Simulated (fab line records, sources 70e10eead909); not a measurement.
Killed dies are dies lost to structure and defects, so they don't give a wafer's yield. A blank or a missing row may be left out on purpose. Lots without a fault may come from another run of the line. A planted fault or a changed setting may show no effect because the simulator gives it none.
fab line records | flow nand_harc
record lots=6 wafers=16 last_day=33
route steps=1302 shown P_BONDPAD@363 END@1302
lots that met no fault: from a run of the same line without faults
start_h: hours from the record's first day to the start of the lot's first wafer shown | wait_h: hours since the lot's step before | " the same as in the row above | L1.1+2: a row that stands for several wafers | - no value, or no start given | * or withheld: withheld | < > ~ a bound
route shown NAME@n: a module of which the file shows steps, and the number in the route of the first | usual: mean/standard deviation of fault-free wafers | same: alike in all rows | chamber/n: place in a boat | sites: the reading at each site | _std_site: their standard deviation | _edge_site: outer sites' mean less inner sites' | radius_mm: how far each site lies from the wafer's centre | mask NAME#n: copy n | behind: the tool/chamber that last shaped the wafer | hold: why the lot was held/for how many hours/how that ended | device: the transistor (n, p or np) that didn't switch | end of line: the same wafers' tests at the end of the route | a step without rows: its recipe alone | killed: dies lost to structure and defects at the first sort, not the wafer's yield | map: a wafer's dies, x killed, . not, _ none there
set.NAME: the setting as run; set.NAME@STEP: as run at that earlier step | model.NAME: the simulator's own value behind a step, which no gauge read
lots at some steps of the route; a table a step, a row a wafer
services: from which hour (start_h, from the record's first day; less than 0 if before it) a tool's chamber was out of use, for how many hours, and why
## steps
# step NHARC_P_BONDPAD_DEVELOP_08
# recipe time_s=50 dev_temp_c=22
# step NHARC_P_BONDPAD_CD_MEAS_09
# recipe target_cd_nm=500 landing_energy_ev=500
# usual cd_nm=499.7/1.6
# columns lot.wafer tool chamber start_h wait_h cd_nm
L925.1 cd_sem-03 0 186.36 - 501.6
L925.4 " 0 " " 501.7
L925.5 " 0 " " 500.3
L930.1 cd_sem-01 0 220.76 - 499.8
L930.3 " 0 " " 498.6
L930.6 " 0 " " 500.5
L934.1 cd_sem-03 0 287.82 - 501.0
L937.2 cd_sem-03 0 304.87 - 498.3
L937.3 " 0 " " 498.8
L937.6 " 0 " " 498.7
L943.1 cd_sem-03 0 351.06 - 501.2
L943.3 " 0 " " 499.6
L943.6 " 0 " " 500.9
L944.2 cd_sem-03 0 362.58 - 502.9
L944.3 " 0 " " 501.2
L944.4 " 0 " " 502.3
# step NHARC_P_BONDPAD_OVL_MEAS_38
# usual overlay_x_nm=0/5.8 overlay_y_nm=-1/5.8
# columns lot.wafer tool chamber start_h wait_h overlay_x_nm overlay_y_nm
L925.1 overlay-01 - 186.45 - 17 -2
L925.4 " - " " 17 -3
L925.5 " - " " 17 -2
L930.1 overlay-01 - 220.85 - 1 -10
L930.3 " - " " 0 -10
L930.6 " - " " 1 -10
L934.1 overlay-02 - 287.91 - -2 2
L937.2 overlay-02 - 304.95 - -2 -6
L937.3 " - " " -2 -6
L937.6 " - " " -3 -6
L943.1 overlay-02 - 351.15 - -2 7
L943.3 " - " " -2 7
L943.6 " - " " -2 7
L944.2 overlay-02 - 362.67 - 0 -2
L944.3 " - " " 1 -3
L944.4 " - " " 1 -2
# step NHARC_P_BONDPAD_HARDBAKE_10
# recipe temp_c=118 time_s=65
# step NHARC_P_BONDPAD_DESCUM_11
# recipe time_s=3 o2_flow_sccm=200 ar_flow_sccm=0 bias_power_w=0 chemistry=O2
# usual drypump_motor_current_A=5.7/0.47 mfc_ar_sccm=0.009/0.0073 oes_product_au=1.000/0.0074 rf_vpp_V=57.9/0.86 showerhead_plenum_p_Torr=1.92/0.088 throttle_valve_pct=11.312/0.0095
# columns lot.wafer tool chamber start_h wait_h drypump_motor_current_A mfc_ar_sccm oes_product_au rf_hours_counter_h rf_vpp_V showerhead_plenum_p_Torr throttle_valve_pct
L925.1 rie_diel-02 3 186.59 - 5.8 0.020 0.995 8 56.9 1.96 11.305
L925.4 " 0 " " 5.6 0 0.996 8 57.7 1.98 11.321
L925.5 " 2 " " 5.3 0.012 0.985 - 57.5 1.80 11.319
L930.1 rie_diel-10 3 220.98 - 5.9 0 1.014 10 57.3 1.96 11.308
L930.3 " 1 " " 5.4 0.012 0.999 11 57.6 1.98 11.325
L930.6 " 3 " " 5.9 0 1.012 - 56.4 1.96 11.309
L934.1 rie_diel-11 0 288.04 - 6.6 0.013 0.995 0 58.5 1.88 11.301
L937.3 rie_diel-11 2 305.08 - 6.3 0.012 1.004 1 57.9 1.98 11.306
L937.2 " 0 " " 6.6 0.013 0.988 1 57.8 1.88 11.322
L937.6 " 3 " " 4.9 0 0.998 - 59.0 2.01 11.311
L943.3 rie_diel-10 3 351.28 - 5.9 0 0.998 6 57.9 1.96 11.324
L943.1 " 1 " " 5.4 0.012 0.992 6 57.6 1.98 11.326
L943.6 " 3 " " 5.9 0 1.009 - 59.8 1.96 11.319
L944.2 rie_diel-02 2 362.79 - 5.2 0.012 1.010 5 58.7 1.79 11.330
L944.4 " 3 " " 5.8 0.020 1.009 6 57.4 1.96 11.316
L944.3 " 1 " " 5.9 0 0.999 7 57.2 1.79 11.312
# step NHARC_P_BONDPAD_ETCH_37
# recipe target_depth_a=600 overetch_a=180 time_s=65.91 ion_energy_ev=200 n2_flow_sccm=150 h2_flow_sccm=150 ar_flow_sccm=0 rf_w=400 bias_w=150 chemistry=N2/H2
# usual drypump_motor_current_A=5.8/0.47 mfc_ar_sccm=0.009/0.0073 oes_product_au=1.000/0.0077 rf_vpp_V=430.6/2.8 showerhead_plenum_p_Torr=2.04/0.097 throttle_valve_pct=14.172/0.0093
# columns lot.wafer tool chamber start_h wait_h drypump_motor_current_A mfc_ar_sccm oes_product_au rf_hours_counter_h rf_vpp_V showerhead_plenum_p_Torr throttle_valve_pct
L925.1 rie_diel-02 2 186.66 0.1 5.3 0.012 1.002 9 426.8 1.91 14.174
L925.4 " 3 " " 5.8 0.020 1.009 8 432.5 2.09 14.178
L925.5 " 2 " " 5.3 0.012 0.993 - 427.3 1.91 14.172
L930.1 rie_diel-10 3 221.53 0.5 5.9 0 1.014 10 433.2 2.10 14.165
L930.3 " 0 " " 6.2 0.008 1.005 12 434.9 2.16 14.169
L930.6 " 3 " " 5.9 0 1.001 - 431.7 2.10 14.159
L934.1 rie_diel-11 0 288.13 0.1 6.6 0.013 0.997 0 428.1 2.00 14.160
L937.3 rie_diel-11 3 305.16 0.1 4.9 0 1.007 1 433.5 2.15 14.177
L937.2 " 2 " " 6.3 0.012 1.004 1 431.9 2.12 14.172
L937.6 " 0 " " 6.6 0.013 0.999 - 428.8 2.00 14.173
L943.1 rie_diel-10 2 351.36 0.1 5.6 0.020 0.999 6 427.9 1.93 14.166
L943.3 " 0 " " 6.2 0.008 0.986 6 433.1 2.16 14.172
L943.6 " 2 " " 5.6 0.020 1.002 - 427.7 1.93 14.168
L944.2 rie_diel-02 2 362.89 0.1 5.3 0.012 1.002 5 428.1 1.91 14.186
L944.4 " 3 " " 5.8 0.020 0.992 6 432.1 2.09 14.174
L944.3 " 0 " " 5.6 0 0.999 8 434.3 2.11 14.177
# step NHARC_P_BONDPAD_ETCH_12
# recipe target_depth_a=2000 time_s=100 chf3_flow_sccm=50 o2_flow_sccm=10 ar_flow_sccm=200 rf_w=500 bias_w=200 chemistry=CHF3/O2
# step NHARC_P_BONDPAD_CD_MEAS_13
# usual cd_nm=499.2/1.7
# columns lot.wafer tool chamber start_h wait_h cd_nm
L925.1 cd_sem-02 - 186.89 - 501.3
L925.4 " - " " 501.3
L925.5 " - " " 500.6
L930.1 cd_sem-02 - 221.75 - 500.1
L930.3 " - " " 498.8
L930.6 " - " " 500.1
L934.1 cd_sem-02 - 288.35 - 500.5
L937.2 cd_sem-02 - 305.39 - 498.7
L937.3 " - " " 498.5
L937.6 " - " " 498.6
L943.1 cd_sem-02 - 351.58 - 501.0
L943.3 " - " " 499.8
L943.6 " - " " 500.5
L944.2 cd_sem-03 - 363.11 - 503.7
L944.3 " - " " 500.5
L944.4 " - " " 502.0
# step NHARC_P_BONDPAD_STRIP_15
# recipe o2_flow_sccm=500 ar_flow_sccm=0 bias_w=0 chemistry=O2
# step NHARC_P_BONDPAD_ETCH_24
# recipe target_depth_a=300 over_etch_frac=0.3 time_s=72.99 ion_energy_ev=150 cf4_flow_sccm=50 n2_flow_sccm=100 ar_flow_sccm=150 rf_w=300 bias_w=100 chemistry=CF4/N2
# step NHARC_P_BONDPAD_STRIP_16
# recipe time_s=600 temp_c=30 chemistry=post_etch_residue_remover
# step NHARC_P_BONDPAD_DEGAS_25
# recipe temp_c=300 time_s=60
# step NHARC_P_BONDPAD_PRE_CLEAN_26
# recipe time_s=30 temp_c=280 gas=H2/He
# usual heater_power_w=418/46
# columns lot.wafer tool chamber start_h wait_h heater_power_w
L925.4 pvd_sputter-02 - 187.58 - 436
L925.1 " - " " 400
L925.5 " - " " 495
L930.1 pvd_sputter-03 - 222.47 - 358
L930.3 " - " " 358
L930.6 " - " " 412
L934.1 pvd_sputter-03 - 289.22 - 369
L937.3 pvd_sputter-03 - 306.08 - 358
L937.2 " - " " 366
L937.6 " - " " 430
L943.1 pvd_sputter-01 - 352.27 - 498
L943.3 " - " " 414
L943.6 " - " " 488
L944.3 pvd_sputter-02 - 363.79 - 361
L944.4 " - " " 435
L944.2 " - " " 475
# step NHARC_P_BONDPAD_PVD_17
# recipe target_thk_a=50 bias_v=168.6 power_w=15000 chamber_pressure_pa=0.12 time_s=8.06 substrate_temp_c=50 material=TaN
# step NHARC_P_BONDPAD_PVD_27
# recipe target_thk_a=300 chamber_pressure_pa=5 power_w=5000 substrate_temp_c=30 time_s=20.49 material=Cu
# step NHARC_P_BONDPAD_ECD_18
# recipe target_thk_a=4000 bath_temp_c=25 material=Cu
# step NHARC_P_BONDPAD_ANNEAL_28
# recipe temp_c=225 time_s=90
# usual wafer_temp_C_max=226.1/0.44
# columns lot.wafer tool chamber start_h wait_h wafer_temp_C_max
L925.1 rtp_anneal-01 0 188.25 0.3 226.5
L925.4 " 0 " " 226.3
L925.5 " 0 " " 226.9
L930.1 rtp_anneal-02 0 223.15 0.3 225.6
L930.3 " 0 " " 225.7
L930.6 " 0 " " 225.8
L934.1 rtp_anneal-01 0 289.89 - 226.5
L937.2 rtp_anneal-01 0 306.83 - 226.4
L937.3 " 0 " " 226.4
L937.6 " 0 " " 226.6
L943.1 rtp_anneal-02 0 352.95 0.3 226.2
L943.3 " 0 " " 226.1
L943.6 " 0 " " 226.1
L944.2 rtp_anneal-01 0 364.52 0.3 227.1
L944.3 " 0 " " 226.2
L944.4 " 0 " " 226.8
# step NHARC_P_BONDPAD_CMP_19
# recipe t_overpolish_s=30 cu_recess_touch_s=16 target_thk_nm=160.81
# usual motor_current_A=12.4/1.2 overpolish_run_s=30.000/0.0089
# columns lot.wafer tool chamber start_h wait_h motor_current_A overpolish_run_s
L925.4 cmp-03 2 188.60 - 12.1 29.988
L925.1 " 1 " " 11.8 30.000
L925.5 " 3 " " 11.8 29.990
L930.1 cmp-02 2 223.55 - 13.6 29.990
L930.3 " 3 " " 11.4 30.014
L930.6 " 1 " " 11.8 30.007
L934.1 cmp-03 1 290.33 - 12.1 29.999
L937.3 cmp-02 2 307.14 - 12.0 29.998
L937.2 " 1 " " 11.5 30.009
L937.6 " 3 " " 11.2 29.998
L943.3 cmp-04 3 353.29 - 13.8 30.003
L943.1 " 1 " " 12.8 29.999
L943.6 " 0 " " 15.4 29.983
L944.4 cmp-03 2 364.81 - 12.8 30.008
L944.3 " 3 " " 12.8 30.003
L944.2 " 1 " " 11.8 29.993
# step NHARC_P_BONDPAD_THK_MEAS_20
# recipe thk_meas_gauge=xrf
# usual thk_nm=160.7/1.4
# columns lot.wafer tool chamber start_h wait_h thk_nm
L925.1 film_metro-02 - 188.92 - 160.8
L925.4 " - " " 159.3
L925.5 " - " " 160.2
L930.1 film_metro-01 - 223.82 - 161.5
L930.3 " - " " 161.6
L930.6 " - " " 161.9
L934.1 film_metro-01 - 290.57 - 160.7
L937.2 film_metro-02 - 307.47 - 159.5
L937.3 " - " " 158.6
L937.6 " - " " 161.7
L943.1 film_metro-01 - 353.61 - 160.8
L943.3 " - " " 161.8
L943.6 " - " " 163.6
L944.2 film_metro-01 - 365.14 - 164.2
L944.3 " - " " 160.3
L944.4 " - " " 160.0
# step NHARC_P_BONDPAD_SRD_21
# recipe time_s=30 temp_c=23 dry_time_s=20 spin_rpm=1500
# step NHARC_P_BONDPAD_ACTIVATE_29
# recipe time_s=60 n2_flow_sccm=200 ar_flow_sccm=0 bias_power_w=0 chemistry=N2
# usual drypump_motor_current_A=5.7/0.45 mfc_ar_sccm=0.009/0.0074 oes_product_au=0.999/0.0074 rf_vpp_V=64.1/0.84 showerhead_plenum_p_Torr=1.77/0.08
# columns lot.wafer tool chamber start_h wait_h hold drypump_motor_current_A mfc_ar_sccm oes_product_au rf_hours_counter_h rf_vpp_V showerhead_plenum_p_Torr
L925.4 rie_diel-10 3 189.18 0.1 - 5.9 0 1.006 8.0 64.0 1.81
L925.1 " 1 " " - 5.4 0.012 1.003 7.7 63.7 1.83
L925.5 " 3 " " - 5.9 0 1.005 - 62.9 1.81
L930.1 rie_diel-11 3 224.12 0.1 - 4.9 0 1.001 4.9 65.0 1.86
L930.3 " 1 " " - 5.4 0.014 0.997 4.8 63.5 1.67
L930.6 " 3 " " - 4.9 0 1.000 - 63.8 1.86
L934.1 rie_diel-02 0 297.28 6.3 await_dispo/5.5h/release 5.6 0 1.007 2.5 64.3 1.83
L937.3 rie_diel-11 0 309.94 2.1 await_dispo/2.0h/release 6.6 0.013 0.993 1.0 63.7 1.74
L937.2 " 2 " " await_dispo/2.0h/release 6.3 0.012 1.000 1.4 64.4 1.83
L937.6 " 1 " " await_dispo/2.0h/release 5.4 0.014 0.987 - 63.1 1.67
L943.3 rie_diel-11 2 353.88 0.1 - 6.4 0.012 1.006 3.3 64.1 1.83
L943.1 " 0 " " - 6.6 0.013 0.993 3.2 63.3 1.74
L943.6 " 2 " " - 6.3 0.012 1.008 - 64.2 1.83
L944.3 rie_diel-10 0 365.40 0.1 - 6.2 0.008 0.995 6.5 65.3 1.87
L944.2 " 2 " " - 5.6 0.020 0.998 6.4 64.3 1.67
L944.4 " 3 " " - 5.9 0 1.001 6.2 62.8 1.81
# step NHARC_END_SORT_01
# recipe temp_c=25
# usual defect_limited_yield=92.0/2.6 killed_at_array=50/17 killed_at_other=0.7/1 killed_at_periphery=3.4/2.4 killed_dies=54/17 killed_open=3.3/1.7 killed_short=2.5/1.6 sort_bin_2_pct=2.8/1.1 sort_bin_3_pct=0.5/0.33 sort_bin_4_pct=4.6/1.5 sort_n_pass=623/17 sort_rim_yield_pct=92/3.8 sort_yield_pct=92.0/2.6
# same gross_dies=677 sort_bin_5_pct[%]=0 sort_bin_6_pct[%]=0 sort_bin_7_pct[%]=0 sort_bin_8_pct[%]=0 sort_rim_n_gross=106.00
# columns lot.wafer tool chamber start_h wait_h defect_limited_yield[%] killed_at_array killed_at_other killed_at_periphery killed_dies killed_open killed_short sort_bin_2_pct[%] sort_bin_3_pct[%] sort_bin_4_pct[%] sort_n_pass sort_rim_yield_pct[%] sort_yield_pct[%]
L925.4 prober-01 0 614.65 3.4 92.2 46 2 5 53 3 0 2.7 0.3 4.9 624 87 92.2
L930.1 prober-02 0 664.06 2.5 90.7 58 0 5 63 4 0 3.8 0.7 4.7 614 97 90.7
L930.3 prober-02 0 665.67 3.1 93.4 44 0 1 45 3 2 3.4 0.4 2.8 632 90 93.4
L930.6 prober-02 0 668.08 4.0 93.9 40 1 0 41 2 3 2.5 0.1 3.4 636 91 93.9
L937.2 prober-02 0 741.97 2.8 77.7 42 0 109 151 4 1 8.0 6.4 8.0 526 95 77.7
L937.3 prober-02 0 742.76 3.1 93.6 43 0 0 43 3 3 2.1 0 4.3 634 94 93.6
L937.6 prober-02 0 745.15 4.0 92.0 51 0 3 54 4 4 2.5 0.6 4.9 623 94 92.0
L934.1 prober-01 0 752.63 2.5 79.0 34 0 108 142 0 3 6.9 6.4 7.7 535 100 79.0
# killed by level:class
L925.4 A_CHANNEL_HOLE_D1:chamber_film_flake=15 A_SLIT:chamber_film_flake=14 A_CHANNEL_HOLE_D2:chamber_film_flake=9 P_GATE:chamber_film_flake=4 THIN_TSV:chamber_film_flake=2 A_CHANNEL_FILL_D1:geometric_particle:open=1 A_CHANNEL_FILL_D2:geometric_particle:open=1 A_CONTACT:geometric_particle:open=1
L930.1 A_CHANNEL_HOLE_D1:chamber_film_flake=37 A_CHANNEL_HOLE_D2:chamber_film_flake=13 A_CONTACT:chamber_film_flake=3 P_GATE:geometric_particle:open=1 P_CONTACT:geometric_particle:open=1 P_M1:geometric_particle:open=1 A_WL_FILL:geometric_particle:open=1 P_GATE:chamber_film_flake=1
L930.3 A_CHANNEL_HOLE_D1:chamber_film_flake=17 A_CHANNEL_HOLE_D2:chamber_film_flake=13 A_SLIT:chamber_film_flake=3 A_CONTACT:chamber_film_flake=3 A_WL_FILL:geometric_particle:short=2 A_BONDPAD:chamber_film_flake=2 P_STI:geometric_particle:open=1 A_ONON_D2:geometric_particle:open=1
L930.6 A_CHANNEL_HOLE_D2:chamber_film_flake=14 A_CHANNEL_HOLE_D1:chamber_film_flake=11 A_STAIRCASE:chamber_film_flake=3 A_CHANNEL_FILL_D2:chamber_film_flake=2 A_CONTACT:chamber_film_flake=2 A_SOURCE_PLATE:geometric_particle:short=1 A_CHANNEL_FILL_D1:geometric_particle:short=1 A_DECK1_JOINT:geometric_particle:open=1
L937.2 P_BONDPAD:unspecified=107 A_CHANNEL_HOLE_D2:chamber_film_flake=21 A_CHANNEL_HOLE_D1:chamber_film_flake=7 A_STAIRCASE:chamber_film_flake=4 A_CHANNEL_FILL_D2:geometric_particle:open=2 A_DECK1_JOINT:chamber_film_flake=2 A_CONTACT:chamber_film_flake=2 A_SOURCE_PLATE:geometric_particle:open=1
L937.3 A_CHANNEL_HOLE_D2:chamber_film_flake=18 A_STAIRCASE:chamber_film_flake=8 A_CHANNEL_HOLE_D1:chamber_film_flake=7 A_SLIT:chamber_film_flake=3 A_ONON_D2:geometric_particle:short=1 A_ONON_D2:geometric_particle:open=1 A_CHANNEL_FILL_D2:geometric_particle:short=1 A_BLC:geometric_particle:open=1
L937.6 A_CHANNEL_HOLE_D2:chamber_film_flake=21 A_CONTACT:chamber_film_flake=9 A_CHANNEL_HOLE_D1:chamber_film_flake=8 A_STAIRCASE:chamber_film_flake=4 A_DECK1_JOINT:chamber_film_flake=2 A_SLIT:chamber_film_flake=2 P_STI:geometric_particle:short=1 P_STI:geometric_particle:open=1
L934.1 P_BONDPAD:unspecified=104 A_CHANNEL_HOLE_D1:chamber_film_flake=27 P_ZERO_WELL:chamber_film_flake=2 A_SLIT:chamber_film_flake=2 A_STAIRCASE:chamber_film_flake=2 P_GATE:geometric_particle:short=1 P_CONTACT:geometric_particle:short=1 A_WL_FILL:geometric_particle:short=1
# map L934.1 (x killed, . not)
____________.____________
_________......._________
_______..........._______
______.............______
_____..............._____
____.................____
____.................____
___...................___
___...................___
__.........x...........__
__..............x......__
_......................._
_......................._
_....xx.........x......._
_.........x............._
_......................._
.............x.x.........
...........x.xx..........
..........xxxxxxx........
.......x..xxxxxxxx..x....
......x..xxxxxxxxx.......
_..x.x..x.xxxxxxxx......_
_....xxx.xxxxxxxxx......_
_..xxxxx.x.xxxxxxx......_
_...x.x.xxxxxxxxxxx....._
_....xxx..xxxxxxx..x...._
__..xxxx..xxxxxxxx.....__
__..xxxx..xxxxxxx......__
___.x.x..xxxxxxxx.x...___
___........xxxx.......___
____........xx..x..x.____
____......x.......x..____
_____..............._____
______.............______
_______..........._______
_________......._________
____________.____________
# map L937.2 (x killed, . not)
____________.____________
_________......._________
_______..........._______
______.x....x......______
_____..............._____
____.................____
____.................____
___...................___
___...................___
__.......x.............__
__.....................__
_.........x..x.........._
_...x..........x........_
_...x..................._
_......................._
_.....x......x.....x...._
............x............
...x......xxxxx..x...x...
...........xxxxxx........
.x........xxxxxxxx.......
..........xxxxxxxx...x...
_.........xxxxxxxxx....._
_.......xxxxxxxxxxxxx..._
_....x...xxxxxxxxxxx.x.._
_........xxxxxxxxx..x..x_
_.........xxxxxxxx..xx.._
__.......xxxxxxxxxxxx..__
__.........xxxxxx..xx.x__
___.......x.xxxxxxxxxx___
___........xxxxxxxx...___
____.......x...x....x____
____........x.x......____
_____.......xx.xx..._____
______.............______
_______......xx..._______
_________......._________
____________.____________
## services
# columns tool chamber start_h hours kind
pvd_sputter-03 - 170.00 10.0 pm
rie_diel-02 3 171.10 1.5 repair
rie_diel-10 2 176.43 4.4 repair
rie_diel-02 1 182.21 2.4 repair
rie_diel-10 3 190.67 5.9 repair
pvd_sputter-03 - 200.02 9.4 repair
rie_diel-10 2 200.29 5.1 repair
rie_diel-02 - 216.70 9.0 pm
cmp-03 - 217.25 0.3 repair
cmp-02 - 227.03 1.3 repair
cmp-02 - 232.51 4.0 pm
rie_diel-10 - 242.50 9.0 pm
rie_diel-11 - 255.50 9.0 pm
cmp-02 - 259.69 1.6 repair
cmp-03 - 260.00 4.0 pm
pvd_sputter-02 - 263.65 2.4 repair
rie_diel-02 3 274.27 21.3 repair
pvd_sputter-02 - 282.00 10.0 pm
rie_diel-02 2 287.09 22.8 repair
rtp_anneal-01 - 318.84 2.7 repair
rie_diel-10 0 325.27 2.8 repair
rie_diel-02 3 344.89 11.9 repair
pvd_sputter-03 - 348.02 10.0 pm
cmp-03 - 358.00 4.0 pm
## key
first_sign step=NHARC_END_SORT_01 reading=killed_at_periphery direction=up sigmas=44 usual=3.4 struck=108.5
effect step=NHARC_END_SORT_01 reading=defect_limited_yield direction=down sigmas=5.3 usual=92.0 struck=78.4
more_kills_born_at NHARC_P_BONDPAD_PRE_CLEAN_26@pvd_sputter-03=211
met_at NHARC_P_BONDPAD_PRE_CLEAN_26
struck_wafers L934.1,L937.2
onset_between 222.47 289.22
fault kind=chamber_particle_source tool=pvd_sputter-03 chamber=- onset_h=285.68 steps=NHARC_P_BONDPAD_PRE_CLEAN_26 rate_per_visit_cm2=1.8395 end_h=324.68 scope=struck_wafers_only
